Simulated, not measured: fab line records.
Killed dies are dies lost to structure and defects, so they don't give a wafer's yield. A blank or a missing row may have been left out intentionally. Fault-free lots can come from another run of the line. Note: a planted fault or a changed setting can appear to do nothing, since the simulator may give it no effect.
fab line records	flow n5-finfet
record: lots: 7	wafers: 21	last-day: 15
route steps=1938 shown BEOL_M11@1542
lots that met no fault: from a run of the same line without faults
start-h: start of the lot's first displayed wafer, in hours after the record's first day	wait-h: hours elapsed since this lot's preceding step	" as in the row above	L1.1+2: one row covering several wafers at once	- no value, or no start given	* or withheld: withheld	< > ~ a bound
route shown NAME@n: NAME is a module with steps in the file, n the number in the route of the first one	usual: mean and standard deviation over wafers with no fault	same: alike in all rows	chamber/n: place in a boat	sites: per-site readings	_std_site: the standard deviation of these	_edge_site: inner sites' mean taken away from outer sites' mean	radius-mm: for every site, how far away it sits from the centre of the wafer	mask NAME#n: copy n	behind: tool/chamber where the wafer was last shaped	hold: why the lot was held/for how many hours/how that ended	device: the transistor (n, p or np) that didn't switch	end of line: the route-end tests of the same wafers	for a step that has no rows: nothing shown but its recipe	killed: dies lost to structure and defects at the first sort, not the wafer's yield	map: dies across one wafer; x = killed, . = not, _ = none there
set.NAME: the setting that was run; set.NAME@STEP: the one run at that earlier step	model.NAME: the simulator's own value behind a step, which no gauge read
a table for each step, a row for each wafer; lots at some steps of the route
services: the hour from which a tool's chamber was out of use, counted from the record's first day as start-h (under 0 if before that day), plus the number of hours and why
== steps ==
step: N5_BEOL_M11_COAT_60
recipe: resist: SiARC	temp-c: 220	time-s: 60	spin-rpm: 1500	resist-thk-nm: 30
step: N5_BEOL_M11_COAT_05
recipe: resist: CAR-ArF	spin-rpm: 1500	resist-thk-nm: 90
step: N5_BEOL_M11_EBR_07
recipe: solvent: PGMEA	ebr-width-mm: 1.5
step: N5_BEOL_M11_SOFTBAKE_06
recipe: temp-c: 110	time-s: 60	resist: CAR-ArF
step: N5_BEOL_M11_EXPOSE_08
recipe: mask-id: M11	na: 1.35	source-shape: dipole	sigma-inner: 0.411	sigma-outer: 0.611	polarization: te	dose-mj: 53.75
step: N5_BEOL_M11_PEB_09
recipe: peb-temp-c: withheld	peb-time-s: 60	resist: CAR-ArF
step: N5_BEOL_M11_DEVELOP_10
recipe: develop-time-s: 30	developer: TMAH	resist: CAR-ArF	rinse-liquid: diw	dry: air-spin	dev-temp-c: 23
step: N5_BEOL_M11_CD_MEAS_11
recipe: target-cd-nm: 64.1	landing-energy-ev: 500	detector: se-inlens	polarity: opening
usual: cd-nm: 64.0/0.65
lot.wafer	tool	chamber	start-h	wait-h	cd-nm
L783.1	cd-sem-03	0	230.63	-	64.0
L783.2	"	0	"	"	64.0
L783.5	"	0	"	"	63.7
L787.1	cd-sem-02	0	253.05	-	64.1
L787.4	"	0	"	"	64.4
L787.6	"	0	"	"	64.1
L788.1	cd-sem-03	0	261.53	-	63.2
L788.4	"	0	"	"	62.7
L788.5	"	0	"	"	63.0
L789.2	cd-sem-03	0	268.40	-	63.6
L789.3	"	0	"	"	63.8
L789.6	"	0	"	"	64.3
L795.1	cd-sem-03	0	299.60	-	62.9
L795.5	"	0	"	"	63.6
L795.6	"	0	"	"	63.1
L796.1	cd-sem-02	0	303.25	-	64.3
L796.5	"	0	"	"	63.7
L796.6	"	0	"	"	63.0
L798.1	cd-sem-01	0	312.24	-	63.6
L798.2	"	0	"	"	64.7
L798.6	"	0	"	"	64.9
step: N5_BEOL_M11_OVL_MEAS_12
recipe: points-per-wafer: 44
usual: M11_OVL: 0.8/0.6
lot.wafer	tool	chamber	start-h	wait-h	M11_OVL[nm]
L783.1	overlay-01	0	230.66	0.0	0.6
L783.2	"	0	"	"	0.2
L783.5	"	0	"	"	0.6
L787.1	overlay-02	0	253.08	0.0	1.2
L787.4	"	0	"	"	0.6
L787.6	"	0	"	"	0.8
L788.1	overlay-02	0	261.56	0.0	1.2
L788.4	"	0	"	"	1.6
L788.5	"	0	"	"	0.6
L789.2	overlay-01	0	268.43	0.0	0.8
L789.3	"	0	"	"	0.5
L789.6	"	0	"	"	1.3
L795.1	overlay-01	0	299.63	0.0	0.9
L795.5	"	0	"	"	0.3
L795.6	"	0	"	"	0.7
L796.1	overlay-01	0	303.28	0.0	0.8
L796.5	"	0	"	"	1.6
L796.6	"	0	"	"	1.5
L798.1	overlay-02	0	312.27	0.0	-0.5
L798.2	"	0	"	"	0.7
L798.6	"	0	"	"	0.5
step: N5_BEOL_M11_INSPECT_13
recipe: mode: adi	inspect-instrument: brightfield
usual: raw-defect-count: 435/130
lot.wafer	tool	chamber	start-h	wait-h	raw-defect-count
L783.1	defect-inspect-02	-	230.68	0.0	527
L783.2	"	-	"	"	442
L783.5	"	-	"	"	507
L787.1	defect-inspect-01	-	253.11	0.0	373
L787.4	"	-	"	"	504
L787.6	"	-	"	"	499
L788.1	defect-inspect-01	-	261.58	0.0	484
L788.4	"	-	"	"	414
L788.5	"	-	"	"	326
L789.2	defect-inspect-02	-	268.46	0.0	406
L789.3	"	-	"	"	452
L789.6	"	-	"	"	585
L795.1	defect-inspect-01	-	299.65	0.0	290
L795.5	"	-	"	"	403
L795.6	"	-	"	"	310
L796.1	defect-inspect-01	-	303.31	0.0	348
L796.5	"	-	"	"	442
L796.6	"	-	"	"	338
L798.1	defect-inspect-01	-	312.29	0.0	406
L798.2	"	-	"	"	524
L798.6	"	-	"	"	388
step: N5_BEOL_M11_DESCUM_16
recipe: chemistry: O2	time-s: 7.9	source-power-w: 50	bias-power-w: 20	pressure-mtorr: 20	rf-frequency-hz: 2.712e+07	temp-c: 40	resist: CAR-ArF	o2-flow-sccm: 225
usual: drypump-motor-current-A: 5.6/0.34	oes-product-au: 0.78/0.08	rf-vpp-V: 243.2/1.3	showerhead-plenum-p-Torr: 2.09/0.053	throttle-valve-pct: 20.44/0.27
same: time-s: 7.9
lot.wafer	tool	chamber	start-h	wait-h	drypump-motor-current-A	oes-product-au	rf-hours-counter-h	rf-vpp-V	showerhead-plenum-p-Torr	throttle-valve-pct
L783.1	rie-diel-04	1	231.27	0.6	5.8	0.81	106	242.2	2.03	20.36
L783.2	"	3	"	"	5.4	0.73	182	245.2	2.15	20.27
L783.5	"	1	"	"	5.8	0.82	-	242.8	2.03	20.36
L787.1	rie-diel-02	1	253.14	0.0	6.1	0.86	64	244.3	2.14	20.93
L787.4	"	0	"	"	5.4	0.89	32	243.6	2.13	20.58
L787.6	"	1	"	"	6.1	0.86	-	244.1	2.14	20.93
L788.1	rie-diel-06	1	261.64	0.1	5.3	0.76	166	244.2	2.09	20.60
L788.4	"	3	"	"	5.5	0.73	-	241.6	2.01	20.89
L788.5	"	1	"	"	5.3	0.75	-	243.6	2.09	20.60
L789.2	rie-diel-02	1	268.75	0.3	6.1	0.85	70	243.2	2.14	20.95
L789.3	"	2	"	"	5.5	0.68	228	243.4	2.06	20.32
L789.6	"	3	"	"	5.1	0.80	-	243.3	2.11	20.10
L795.1	rie-diel-06	1	299.68	0.0	5.3	0.74	180	244.6	2.09	20.62
L795.5	"	1	"	"	5.3	0.74	-	242.2	2.09	20.62
L795.6	"	2	"	"	6.0	0.81	-	241.9	2.04	20.54
L796.1	rie-diel-06	0	303.48	0.2	5.1	0.97	10	245.5	2.13	19.97
L796.5	"	0	"	"	5.1	0.97	-	243.5	2.13	19.96
L796.6	"	3	"	"	5.5	0.72	-	240.5	2.00	20.91
L798.1	rie-diel-04	2	312.33	0.0	6.1	0.70	198	244.4	2.17	20.39
L798.2	"	1	"	"	5.8	0.78	135	242.8	2.02	20.40
L798.6	"	1	"	"	5.8	0.78	-	242.7	2.02	20.42
step: N5_BEOL_M11_ETCH_61
recipe: chemistry: CF4	target: SiARC	target-depth-a: 390	mask-material: CAR-ArF	time-s: 65	ion-energy-ev: 80	pressure-mtorr: 40	source-w: 545	bias-w: 36	Ar_flow_sccm: 100	cf4-flow-sccm: 100	ends: cleared
usual: bias-w: 36.00/0.11	cf4-flow-sccm: 100.00/0.29	drypump-motor-current-A: 5.6/0.34	etch-rf-on-time-s: 65.7/1.3	oes-product-au: 0.66/0.067	rf-vpp-V: 183.9/1.1	showerhead-plenum-p-Torr: 2.13/0.056	throttle-valve-pct: 15.59/0.2
lot.wafer	tool	chamber	start-h	wait-h	bias-w	cf4-flow-sccm	drypump-motor-current-A	etch-rf-on-time-s	oes-product-au	rf-hours-counter-h	rf-vpp-V	showerhead-plenum-p-Torr	throttle-valve-pct
L783.1	rie-diel-04	1	231.30	0.0	35.83	100.55	5.8	66.2	0.68	106	183.9	2.07	15.40
L783.2	"	3	"	"	36.13	99.96	5.4	65.9	0.62	182	185.5	2.21	15.62
L783.5	"	1	"	"	35.96	100.58	5.8	66.7	0.68	-	185.5	2.07	15.39
L787.1	rie-diel-02	1	253.18	0.0	35.85	100.18	6.1	64.9	0.74	64	186.0	2.16	15.80
L787.4	"	0	"	"	36.12	99.87	5.5	64.2	0.76	32	184.2	2.17	15.63
L787.6	"	1	"	"	36.00	99.86	6.1	65.1	0.73	-	183.5	2.16	15.82
L788.1	rie-diel-06	1	261.68	0.0	35.93	100.56	5.4	65.6	0.65	166	183.1	2.13	15.73
L788.4	"	3	"	"	35.78	100.05	5.5	64.5	0.63	-	183.4	2.04	15.90
L788.5	"	1	"	"	36.11	99.96	5.3	65.4	0.64	-	184.8	2.13	15.74
L789.2	rie-diel-02	1	268.79	0.0	35.95	100.32	6.1	64.9	0.72	70	184.5	2.16	15.84
L789.3	"	2	"	"	36.19	99.68	5.5	64.0	0.60	228	183.5	2.11	15.51
L789.6	"	3	"	"	36.04	99.97	5.1	63.0	0.68	-	184.8	2.15	15.32
L795.1	rie-diel-06	1	299.72	0.0	35.88	99.68	5.3	64.5	0.64	180	184.0	2.12	15.76
L795.5	"	1	"	"	35.95	99.54	5.3	64.6	0.64	-	182.9	2.12	15.75
L795.6	"	2	"	"	35.82	99.42	6.0	65.0	0.69	-	182.3	2.08	15.66
L796.1	rie-diel-06	0	303.52	0.0	36.00	99.66	5.0	64.1	0.82	10	185.1	2.19	15.16
L796.5	"	0	"	"	35.98	100.32	5.0	64.1	0.81	-	185.3	2.19	15.17
L796.6	"	3	"	"	36.05	100.15	5.5	65.6	0.62	-	183.5	2.03	15.92
L798.1	rie-diel-04	2	312.36	0.0	35.99	100.38	6.1	65.8	0.60	198	184.1	2.21	15.53
L798.2	"	1	"	"	35.77	100.05	5.8	67.0	0.66	135	182.3	2.06	15.44
L798.6	"	1	"	"	35.86	100.13	5.9	67.3	0.65	-	181.5	2.06	15.45
step: N5_BEOL_M11_ETCH_62
recipe: chemistry: N2/H2	target: SOC	target-depth-a: 1100	overetch-a: 220	mask-material: SiARC	temp-c: 40	time-s: 165	ion-energy-ev: 200	pressure-mtorr: 30	source-w: 840	bias-w: 150	n2-flow-sccm: 200	h2-flow-sccm: 200
usual: bias-w: 150.0/0.45	chamber-pressure-mTorr: 29.999/0.029	drypump-motor-current-A: 5.7/0.34	h2-flow-sccm: 200.0/0.6	oes-product-au: 0.66/0.062	rf-vpp-V: 523.7/2.2	showerhead-plenum-p-Torr: 2.54/0.071	throttle-valve-pct: 17.86/0.25	time-s: 165/0
lot.wafer	tool	chamber	start-h	wait-h	bias-w	chamber-pressure-mTorr	drypump-motor-current-A	h2-flow-sccm	oes-product-au	rf-hours-counter-h	rf-vpp-V	showerhead-plenum-p-Torr	throttle-valve-pct	time-s	model.CAR-ArF_of_BEOL_M11_COAT_05.thk-nm	model.SiARC_of_BEOL_M11_COAT_60.thk-nm
L783.1	rie-diel-04	1	231.35	0.0	150.4	30.020	5.9	200.0	0.68	106	520.7	2.46	17.73	165	0	23.4
L783.2	"	3	"	"	150.9	30.054	5.3	200.3	0.63	182	526.5	2.65	17.99	165	0	23.4
L783.5	"	1	"	"	150.1	30.007	5.9	199.9	0.68	-	522.0	2.46	17.74	165	0	23.6
L787.1	rie-diel-02	1	253.23	0.0	-	-	-	-	-	-	-	-	-	-	55.6	30
L787.4	"	0	"	"	-	-	-	-	-	-	-	-	-	-	55.6	30
L787.6	"	1	"	"	-	-	-	-	-	-	-	-	-	-	55.2	30
L788.1	rie-diel-06	1	261.73	0.0	-	-	-	-	-	-	-	-	-	-	55.6	30
L788.4	"	3	"	"	-	-	-	-	-	-	-	-	-	-	55.4	30.2
L788.5	"	1	"	"	-	-	-	-	-	-	-	-	-	-	55.2	30
L789.2	rie-diel-02	1	268.84	0.0	-	-	-	-	-	-	-	-	-	-	55.6	30
L789.3	"	2	"	"	-	-	-	-	-	-	-	-	-	-	55.6	30
L789.6	"	3	"	"	-	-	-	-	-	-	-	-	-	-	55.6	30
L795.1	rie-diel-06	1	299.77	0.0	150.2	29.993	5.4	200.3	0.63	180	523.5	2.53	17.98	165	0	23.8
L795.5	"	1	"	"	150.7	29.967	5.3	199.7	0.64	-	523.4	2.53	17.99	165	0	23.6
L795.6	"	2	"	"	150.5	30.018	6.0	199.9	0.68	-	520.4	2.47	17.83	165	0	23.6
L796.1	rie-diel-06	0	303.57	0.0	150.5	29.989	5.1	199.0	0.79	10	525.7	2.60	17.33	165	0	23.4
L796.5	"	0	"	"	149.7	29.980	5.1	200.5	0.80	-	524.5	2.60	17.33	165	0	23.4
L796.6	"	3	"	"	150.5	29.994	5.5	200.1	0.61	-	520.7	2.42	18.26	165	0	23.6
L798.1	rie-diel-04	2	312.41	0.0	150.8	29.972	6.1	200.1	0.60	198	525.7	2.62	17.72	165	0	23.8
L798.2	"	1	"	"	150.0	29.998	5.8	200.6	0.67	136	520.8	2.45	17.78	165	0	23.6
L798.6	"	1	"	"	149.3	30.001	5.9	199.9	0.66	-	521.5	2.45	17.79	165	0	23.6
step: N5_BEOL_M11_STRIP_68
recipe: chemistry: N2/H2	temp-c: 40	n2-flow-sccm: 200	h2-flow-sccm: 200	rf-frequency-hz: 6e+07
step: N5_BEOL_M11_STRIP_67
recipe: chemistry: CF4	resist: SiARC	power-w: 300	bias-power-w: 75	pressure-mtorr: 50	cf4-flow-sccm: 150	rf-frequency-hz: 6e+07
usual: drypump-motor-current-A: 5.6/0.34	oes-product-au: 0.78/0.074	rf-vpp-V: 271.0/1.4	showerhead-plenum-p-Torr: 1.79/0.045	throttle-valve-pct: 13.58/0.21
lot.wafer	tool	chamber	start-h	wait-h	drypump-motor-current-A	oes-product-au	rf-hours-counter-h	rf-vpp-V	showerhead-plenum-p-Torr	throttle-valve-pct
L783.1	rie-diel-04	1	231.50	0.0	5.9	0.81	106	268.7	1.74	13.37
L783.2	"	3	"	"	5.4	0.74	182	273.0	1.85	13.64
L783.5	"	1	"	"	5.8	0.81	-	270.1	1.74	13.38
L787.1	rie-diel-02	1	253.37	0.0	6.1	0.86	64	272.3	1.80	13.73
L787.4	"	0	"	"	5.5	0.88	33	271.4	1.81	13.53
L787.6	"	1	"	"	6.1	0.86	-	272.3	1.80	13.70
L788.1	rie-diel-06	1	261.87	0.0	5.3	0.75	166	271.3	1.79	13.72
L788.4	"	3	"	"	5.5	0.74	-	268.7	1.71	13.87
L788.5	"	1	"	"	5.3	0.75	-	270.7	1.79	13.75
L789.2	rie-diel-02	1	268.98	0.0	6.1	0.85	70	271.2	1.80	13.74
L789.3	"	2	"	"	5.6	0.70	228	270.8	1.77	13.56
L789.6	"	3	"	"	5.2	0.79	-	271.5	1.81	13.32
L795.1	rie-diel-06	1	299.92	0.0	5.3	0.75	180	270.0	1.78	13.79
L795.5	"	1	"	"	5.3	0.74	-	272.8	1.78	13.78
L795.6	"	2	"	"	5.9	0.81	-	269.3	1.75	13.62
L796.1	rie-diel-06	0	303.71	0.0	5.1	0.95	10	273.2	1.82	13.07
L796.5	"	0	"	"	5.1	0.95	-	272.1	1.82	13.08
L796.6	"	3	"	"	5.5	0.72	-	269.6	1.70	13.91
L798.1	rie-diel-04	2	312.56	0.0	6.0	0.71	198	272.4	1.85	13.54
L798.2	"	1	"	"	5.8	0.78	136	269.7	1.73	13.43
L798.6	"	1	"	"	5.8	0.78	-	270.3	1.73	13.45
step: N5_BEOL_M11_HM_OPEN_17
recipe: chemistry: Cl2/BCl3	target-depth-a: 200	overetch-a: 60	target: TiN	mask-material: SOC	ion-energy-ev: 150	pressure-mtorr: 10	icp-w: 1000	bias-w: 126	Cl2_flow_sccm: 53.25	bcl3-flow-sccm: 21.75	Ar_flow_sccm: 25
usual: drypump-motor-current-A: 6.0/0.41	oes_ar_750_au: 0.71/0.079	oes-product-au: 0.61/0.066	throttle-valve-pct: 22.36/0.28
lot.wafer	tool	chamber	start-h	wait-h	drypump-motor-current-A	oes_ar_750_au	oes-product-au	rf-hours-counter-h	throttle-valve-pct
L783.1	rie-metal-03	0	231.54	0.0	6.6	0.71	0.61	69	22.47
L783.2	"	1	"	"	5.4	0.80	0.69	35	22.11
L783.5	"	0	"	"	6.6	0.71	0.61	-	22.47
L787.1	rie-metal-02	1	253.41	0.0	5.7	0.84	0.31	21	22.69
L787.4	"	1	"	"	5.7	0.83	0.32	-	22.67
L787.6	"	0	"	"	6.5	0.70	0.26	-	22.43
L788.1	rie-metal-01	1	261.91	0.0	6.0	0.67	0.26	84	23.13
L788.4	"	0	"	"	5.8	0.62	0.24	-	23.41
L788.5	"	1	"	"	6.0	0.66	0.26	-	23.11
L789.2	rie-metal-03	0	269.02	0.0	6.6	0.70	0.26	72	23.13
L789.3	"	0	"	"	6.6	0.71	0.26	-	23.13
L789.6	"	1	"	"	5.4	0.79	0.30	-	22.78
L795.1	rie-metal-03	1	299.96	0.0	5.5	0.77	0.66	41	22.14
L795.5	"	1	"	"	5.4	0.77	0.67	-	22.14
L795.6	"	0	"	"	6.6	0.69	0.60	-	22.46
L796.1	rie-metal-03	0	303.75	0.0	6.5	0.69	0.59	76	22.51
L796.5	"	1	"	"	5.4	0.77	0.67	-	22.15
L796.6	"	0	"	"	6.6	0.69	0.58	-	22.50
L798.1	rie-metal-01	1	312.60	0.0	6.0	0.65	0.57	90	22.47
L798.2	"	0	"	"	5.8	0.60	0.53	113	22.75
L798.6	"	1	"	"	6.0	0.66	0.57	-	22.48
step: N5_BEOL_M11_STRIP_19
recipe: chemistry: O2	power-w: 400	temp-c: 40	pressure-mtorr: 30	rf-frequency-hz: 6e+07	bias-power-w: 0	overash-fraction: 0.2	o2-flow-sccm: 225
usual: drypump-motor-current-A: 5.6/0.36	oes-product-au: 0.80/0.088	rf-vpp-V: 3.7/0.59	showerhead-plenum-p-Torr: 2.10/0.047	throttle-valve-pct: 16.69/0.28
lot.wafer	tool	chamber	start-h	wait-h	drypump-motor-current-A	oes-product-au	rf-hours-counter-h	rf-vpp-V	showerhead-plenum-p-Torr	throttle-valve-pct
L783.1	rie-diel-02	2	231.65	0.1	5.5	0.69	215	3.7	2.07	16.55
L783.2	"	3	"	"	5.2	0.80	92	2.5	2.12	16.37
L783.5	"	1	"	"	6.1	0.87	-	3.0	2.15	17.04
L787.1	rie-diel-02	0	253.53	0.1	5.5	0.89	33	2.8	2.14	16.77
L787.4	"	1	"	"	6.1	0.85	64	4.3	2.14	17.08
L787.6	"	1	"	"	6.1	0.86	-	3.3	2.15	17.07
L788.1	rie-diel-02	2	262.23	0.3	5.5	0.68	226	5.5	2.07	16.57
L788.4	"	1	"	"	6.1	0.86	68	2.6	2.14	17.07
L788.5	"	1	"	"	6.1	0.85	-	3.4	2.14	17.08
L789.2	rie-diel-04	0	269.20	0.1	5.9	0.69	240	3.2	2.05	16.55
L789.3	"	1	"	"	5.8	0.79	118	2.8	2.03	16.58
L789.6	"	1	"	"	5.8	0.80	-	3.2	2.04	16.58
L795.1	rie-diel-06	2	300.07	0.1	6.0	0.81	90	2.8	2.05	16.76
L795.5	"	2	"	"	6.0	0.81	-	3.9	2.05	16.75
L795.6	"	1	"	"	5.4	0.75	-	5.0	2.09	16.89
L796.1	rie-diel-06	3	303.87	0.1	5.5	0.72	217	4.0	2.01	17.12
L796.5	"	3	"	"	5.5	0.71	-	3.4	2.01	17.11
L796.6	"	2	"	"	6.0	0.79	-	3.7	2.04	16.75
L798.1	rie-diel-02	3	312.71	0.1	5.2	0.78	119	3.2	2.11	16.42
L798.2	"	0	"	"	5.5	0.86	52	2.4	2.13	16.82
L798.6	"	3	"	"	5.2	0.78	-	4.6	2.11	16.39
step: N5_BEOL_M11_CD_MEAS_18
recipe: pitch-nm: 140	target-cd-nm: 70
usual: cd-nm: 70.0/0.68
lot.wafer	tool	chamber	start-h	wait-h	cd-nm
L783.1	cd-sem-02	-	231.72	0.0	69.7
L783.2	"	-	"	"	70.1
L783.5	"	-	"	"	69.6
L787.1	cd-sem-01	-	253.60	0.0	-
L787.4	"	-	"	"	-
L787.6	"	-	"	"	-
L788.1	cd-sem-02	-	262.30	0.0	-
L788.4	"	-	"	"	-
L788.5	"	-	"	"	-
L789.2	cd-sem-03	-	269.27	0.1	-
L789.3	"	-	"	"	-
L789.6	"	-	"	"	-
L795.1	cd-sem-01	-	300.14	0.0	69.0
L795.5	"	-	"	"	69.9
L795.6	"	-	"	"	69.4
L796.1	cd-sem-02	-	303.94	0.0	70.1
L796.5	"	-	"	"	69.3
L796.6	"	-	"	"	68.8
L798.1	cd-sem-01	-	312.78	0.0	69.4
L798.2	"	-	"	"	70.4
L798.6	"	-	"	"	70.5
step: N5_BEOL_M11_COAT_63
recipe: resist: SOC	temp-c: 250	time-s: 60	spin-rpm: 1500	resist-thk-nm: 100
== services ==
tool	chamber	start-h	hours	kind
rie-diel-04	2	210.52	4.3	repair
rie-diel-04	0	233.13	1.3	repair
rie-diel-06	3	237.11	10.1	repair
rie-diel-06	0	256.68	-	clean
rie-diel-06	0	256.68	-	consumable-replace:focus-ring
rie-diel-06	0	256.68	16.4	scheduled-down
rie-diel-06	0	256.68	16.4	vent-cycle
rie-diel-02	2	262.89	2.0	repair
rie-diel-02	-	275.04	4.0	pm
rie-metal-03	-	279.12	1.4	pm
rie-metal-02	-	288.54	15.6	pm
rie-diel-02	2	291.71	6.1	repair
rie-diel-06	2	293.86	4.5	repair
rie-diel-06	3	298.24	2.1	repair
rie-diel-04	0	299.28	-	clean
rie-diel-04	0	299.28	-	consumable-replace:focus-ring
rie-diel-04	0	299.28	33.5	scheduled-down
rie-diel-04	0	299.28	33.5	vent-cycle
== key ==
first-sign: step: N5_BEOL_M11_ETCH_62	reading: tool-record	direction: missing
effect: step: N5_BEOL_M11_HM_OPEN_17	reading: oes-product-au	direction: down	sigmas: 5.2	usual: 0.61	struck: 0.27
effect: step: N5_BEOL_M11_CD_MEAS_18	reading: cd-nm	direction: missing
model-effect: step: N5_BEOL_M11_ETCH_62	value: CAR-ArF_of_BEOL_M11_COAT_05.thk-nm	without: 0	struck: 55.49
met-at N5_BEOL_M11_ETCH_62
struck-wafers L787.1,L787.4,L787.6,L788.1,L788.4,L788.5,L789.2,L789.3,L789.6
later-rows-left-out L787.1,L787.4,L787.6,L788.1,L788.4,L788.5,L789.2,L789.3,L789.6
sort-left-out L787.1,L787.4,L787.6,L788.1,L788.4,L788.5,L789.2,L789.3,L789.6
fault: kind: skipped-step-whole	tool: rie-diel-02,rie-diel-06	chamber: -	onset-h: 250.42	steps: N5_BEOL_M11_ETCH_62	scope: struck-lots-only
sort-left-out: the simulated sort isn't trusted on such a fault, so these wafers' sort isn't shown, and their yield isn't known
later-rows-left-out: the simulator's readings of these wafers behind a module that went badly wrong aren't trusted and aren't shown, but for the sort
